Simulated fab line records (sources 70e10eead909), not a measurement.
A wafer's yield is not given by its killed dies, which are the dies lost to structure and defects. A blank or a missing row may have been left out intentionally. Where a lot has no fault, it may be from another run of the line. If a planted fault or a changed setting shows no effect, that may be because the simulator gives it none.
Which tool was responsible? :: flow nandHarc :: 13 lots, 39 wafers sampled, at 3 steps of a route of 1159

## WHAT THE GAUGES READ, wafer by wafer
The record holds no reading of a measuring or inspecting step that can be judged against a usual standard deviation.

## WHICH TOOL RAN EACH LOT (tool, then ch and the chambers of the sampled wafers, then the start)
lot: L666
NHARC_A_M0_DEP_32: pecvd-01 ch 0,1,2, day 17 23:16
NHARC_A_M1_PVD_21: pvdSputter-01, day 18 01:54
NHARC_A_M1_ANNEAL_31: rtpAnneal-01 ch 0, day 18 02:27

lot: L665
NHARC_A_M0_DEP_32: pecvd-03 ch 0,1,2, day 18 07:47
NHARC_A_M1_PVD_21: pvdSputter-02, day 18 10:26
NHARC_A_M1_ANNEAL_31: rtpAnneal-02 ch 0, day 18 10:56

lot: L671
NHARC_A_M0_DEP_32: pecvd-03 ch 1,2, day 20 00:18
NHARC_A_M1_PVD_21: pvdSputter-02, day 20 02:49
NHARC_A_M1_ANNEAL_31: rtpAnneal-02 ch 0, day 20 03:19

lot: L672
NHARC_A_M0_DEP_32: pecvd-02 ch 0,1, day 20 03:14
NHARC_A_M1_PVD_21: pvdSputter-01, day 20 05:47
NHARC_A_M1_ANNEAL_31: rtpAnneal-01 ch 0, day 20 06:25

lot: L675
NHARC_A_M0_DEP_32: pecvd-01 ch 0,2, day 20 08:35
NHARC_A_M1_PVD_21: pvdSputter-01, day 20 11:15
NHARC_A_M1_ANNEAL_31: rtpAnneal-02 ch 0, day 20 11:46

lot: L674
NHARC_A_M0_DEP_32: pecvd-03 ch 0,1, day 20 09:28
NHARC_A_M1_PVD_21: pvdSputter-02, day 20 12:14
NHARC_A_M1_ANNEAL_31: rtpAnneal-02 ch 0, day 20 12:44

lot: L673
NHARC_A_M0_DEP_32: pecvd-03 ch 0,1, day 21 16:52
NHARC_A_M1_PVD_21: pvdSputter-01, day 21 19:32
NHARC_A_M1_ANNEAL_31: rtpAnneal-02 ch 0, day 21 20:04

lot: L676
NHARC_A_M0_DEP_32: pecvd-02 ch 0,2, day 22 00:10
NHARC_A_M1_PVD_21: pvdSputter-02, day 22 02:39
NHARC_A_M1_ANNEAL_31: rtpAnneal-02 ch 0, day 22 03:16

lot: L678
NHARC_A_M0_DEP_32: pecvd-02 ch 0,1, day 22 08:22
NHARC_A_M1_PVD_21: pvdSputter-02, day 22 11:05
NHARC_A_M1_ANNEAL_31: rtpAnneal-01 ch 0, day 22 11:37

lot: L677
NHARC_A_M0_DEP_32: pecvd-01 ch 0,1,2, day 22 08:46
NHARC_A_M1_PVD_21: pvdSputter-03, day 22 11:23
NHARC_A_M1_ANNEAL_31: rtpAnneal-02 ch 0, day 22 12:05

lot: L682
NHARC_A_M0_DEP_32: pecvd-02 ch 1,2, day 23 08:58
NHARC_A_M1_PVD_21: pvdSputter-03, day 23 11:38
NHARC_A_M1_ANNEAL_31: rtpAnneal-02 ch 0, day 23 12:08

lot: L683
NHARC_A_M0_DEP_32: pecvd-01 ch 1,2, day 23 09:31
NHARC_A_M1_PVD_21: pvdSputter-01, day 23 12:13
NHARC_A_M1_ANNEAL_31: rtpAnneal-02 ch 0, day 23 12:47

lot: L684
NHARC_A_M0_DEP_32: pecvd-02 ch 0,1, day 23 16:31
NHARC_A_M1_PVD_21: pvdSputter-03, day 23 19:03
NHARC_A_M1_ANNEAL_31: rtpAnneal-01 ch 0, day 23 19:34
- NHARC_A_M0_DEP_32: deposits SiCN, target thk 30 nm.
- NHARC_A_M1_PVD_21: deposits Cu, target thk 30 nm, time 20.49 s.
- NHARC_A_M1_ANNEAL_31: time 90 s.

## AS READ BY THE TOOLS THEMSELVES (means over the sampled wafers that have a number; for cases with no such wafer, the mark the record gives instead)
NHARC_A_M0_DEP_32.
lot: L666
tool: pecvd-01
heaterPowerW (W): 622

lot: L665
tool: pecvd-03
heaterPowerW (W): 558

lot: L671
tool: pecvd-03
heaterPowerW (W): 490

lot: L672
tool: pecvd-02
heaterPowerW (W): 578

lot: L675
tool: pecvd-01
heaterPowerW (W): 739

lot: L674
tool: pecvd-03
heaterPowerW (W): 550

lot: L673
tool: pecvd-03
heaterPowerW (W): 580

lot: L676
tool: pecvd-02
heaterPowerW (W): 591

lot: L678
tool: pecvd-02
heaterPowerW (W): 608

lot: L677
tool: pecvd-01
heaterPowerW (W): 658

lot: L682
tool: pecvd-02
heaterPowerW (W): 552

lot: L683
tool: pecvd-01
heaterPowerW (W): 579

lot: L684
tool: pecvd-02
heaterPowerW (W): 598

NHARC_A_M1_PVD_21.
lot: L666
tool: pvdSputter-01
cathodeDcPowerW (W): 5000.3
chamberPressurePa (Pa): 4.998
throttleValvePct (%): 30.8

lot: L665
tool: pvdSputter-02
cathodeDcPowerW (W): -
chamberPressurePa (Pa): -
throttleValvePct (%): -

lot: L671
tool: pvdSputter-02
cathodeDcPowerW (W): 5000.2
chamberPressurePa (Pa): 4.999
throttleValvePct (%): 29.1

lot: L672
tool: pvdSputter-01
cathodeDcPowerW (W): 4999.4
chamberPressurePa (Pa): 5.007
throttleValvePct (%): 30.1

lot: L675
tool: pvdSputter-01
cathodeDcPowerW (W): 5000.1
chamberPressurePa (Pa): 4.997
throttleValvePct (%): 30.3

lot: L674
tool: pvdSputter-02
cathodeDcPowerW (W): 4999.4
chamberPressurePa (Pa): 5.000
throttleValvePct (%): 29.1

lot: L673
tool: pvdSputter-01
cathodeDcPowerW (W): 5000.5
chamberPressurePa (Pa): 5.003
throttleValvePct (%): 30.3

lot: L676
tool: pvdSputter-02
cathodeDcPowerW (W): 4999.6
chamberPressurePa (Pa): 5.003
throttleValvePct (%): 28.6

lot: L678
tool: pvdSputter-02
cathodeDcPowerW (W): 5000.0
chamberPressurePa (Pa): 5.002
throttleValvePct (%): 29.4

lot: L677
tool: pvdSputter-03
cathodeDcPowerW (W): 4999.8
chamberPressurePa (Pa): 5.006
throttleValvePct (%): 30.9

lot: L682
tool: pvdSputter-03
cathodeDcPowerW (W): 4999.2
chamberPressurePa (Pa): 5.000
throttleValvePct (%): 30.1

lot: L683
tool: pvdSputter-01
cathodeDcPowerW (W): 5000.3
chamberPressurePa (Pa): 5.002
throttleValvePct (%): 29.9

lot: L684
tool: pvdSputter-03
cathodeDcPowerW (W): 5000.1
chamberPressurePa (Pa): 4.999
throttleValvePct (%): 30.3

NHARC_A_M1_ANNEAL_31.
lot: L666
tool: rtpAnneal-01
wafer_temp_C_max: 226.1

lot: L665
tool: rtpAnneal-02
wafer_temp_C_max: 225.7

lot: L671
tool: rtpAnneal-02
wafer_temp_C_max: 225.6

lot: L672
tool: rtpAnneal-01
wafer_temp_C_max: 226.2

lot: L675
tool: rtpAnneal-02
wafer_temp_C_max: 225.6

lot: L674
tool: rtpAnneal-02
wafer_temp_C_max: 225.7

lot: L673
tool: rtpAnneal-02
wafer_temp_C_max: 225.8

lot: L676
tool: rtpAnneal-02
wafer_temp_C_max: 226.1

lot: L678
tool: rtpAnneal-01
wafer_temp_C_max: 226.2

lot: L677
tool: rtpAnneal-02
wafer_temp_C_max: 225.7

lot: L682
tool: rtpAnneal-02
wafer_temp_C_max: 225.9

lot: L683
tool: rtpAnneal-02
wafer_temp_C_max: 226.0

lot: L684
tool: rtpAnneal-01
wafer_temp_C_max: 226.0

## THE ANSWER, worked out from the rows above alone
Rule: the usual values come from the lots themselves. Put in order of their means at a reading, lots are off if they are a third of the lots or fewer, leave a main group of 4 or more, and stand apart from it by a gap of 3 or more times the standard deviation of the main group's means; of several such gaps the widest counts. The tables above print the reading to a certain number of digits; a main group whose means all agree to those digits is not used. Also off: a lot with no number at a reading for which 4 or more lots have one. All remaining lots with rows at the step are treated as sound. After the gauges, taken in route order, come the tools' own readings; for these a lot's mean is taken, as printed above. The first step at which some lot is off is used, and at that step the reading that is off furthest; a lot without a number counts as furthest.
Off at NHARC_A_M1_PVD_21 (cathodeDcPowerW): L665. Without a number there: L665. Main group: mean 4999.9 W, sd 0.4.
A tool fits if, at that step or a process step before it, it ran every lot that is off, and no sound lot after the first of them. None of those tried fits.

## WHAT THE SIMULATOR HAD INSERTED
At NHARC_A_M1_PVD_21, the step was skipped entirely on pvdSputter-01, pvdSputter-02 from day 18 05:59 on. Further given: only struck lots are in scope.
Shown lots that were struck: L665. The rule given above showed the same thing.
